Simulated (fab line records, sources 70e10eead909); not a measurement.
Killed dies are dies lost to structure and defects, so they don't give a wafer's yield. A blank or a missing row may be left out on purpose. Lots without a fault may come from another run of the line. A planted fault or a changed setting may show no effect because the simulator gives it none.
Chamber matching | flow nand_harc | NHARC_A_CHANNEL_FILL_D2_ALD_25 on ald_hk-02: 4 sister chambers
The step deposits SiOx, target thk 60 nm, pulse time 10 s, ald cycles 600. 14 wafers are shown with their chamber, then 7 later ones without.

WAFERS WITH THEIR CHAMBER
wafer  | chamber | heater_power_w (W) | precursor_pulse_height_rel
L078.1 | 2       | 519                | 1.001
L078.3 | 1       | 434                | 1.008
L078.5 | 1       | 430                | 1.014
L079.3 | 2       | 521                | 0.994
L079.5 | 3       | 381                | 1.001
L079.6 | 2       | 522                | 0.988
L083.4 | 3       | 390                | 1.010
L083.1 | 1       | 421                | 1.000
L083.6 | 3       | 385                | 0.992
L084.3 | 3       | 388                | 1.000
L084.2 | 1       | 433                | 1.005
L084.6 | 3       | 393                | 1.002
L088.2 | 3       | 388                | 0.978
L088.3 | 0       | 499                | 0.978

SIGNATURES (means of the wafers above)
reading                    | chamber 0 | chamber 1 | chamber 2 | chamber 3 | scatter within a chamber
heater_power_w             | 499.00    | 429.50    | 520.67    | 387.50    | 4.42
precursor_pulse_height_rel | 0.97800   | 1.00675   | 0.99433   | 0.99717   | 0.0089
Rule: a wafer's distance from a chamber is the root of the sum, over the readings, of the square of ((its reading less the chamber's mean) divided by the reading's scatter). The wafer belongs to the nearest chamber; if the next one is less than 2 further off, it can't be placed. The scatter: the root of (the sum of the squares of (reading less its chamber's mean) over the shown wafers, divided by (wafers less chambers)).

WAFERS WITHOUT THEIR CHAMBER
wafer  | heater_power_w (W) | precursor_pulse_height_rel
L088.5 | 494                | 1.006
L091.1 | 489                | 0.990
L091.3 | 441                | 0.986
L091.4 | 394                | 1.001
L097.1 | 527                | 1.006
L097.4 | 443                | 1.007
L097.5 | 392                | 0.968

WHICH CHAMBER EACH WENT THROUGH
wafer  | from the rows above | in truth
L088.5 | 0                   | 0
L091.1 | 0                   | 0
L091.3 | 1                   | 1
L091.4 | 3                   | 3
L097.1 | 2                   | 2
L097.4 | 1                   | 1
L097.5 | 3                   | 3
Placed correctly: 7 of 7. Can't be placed from these rows: 0. Placed wrongly: 0.
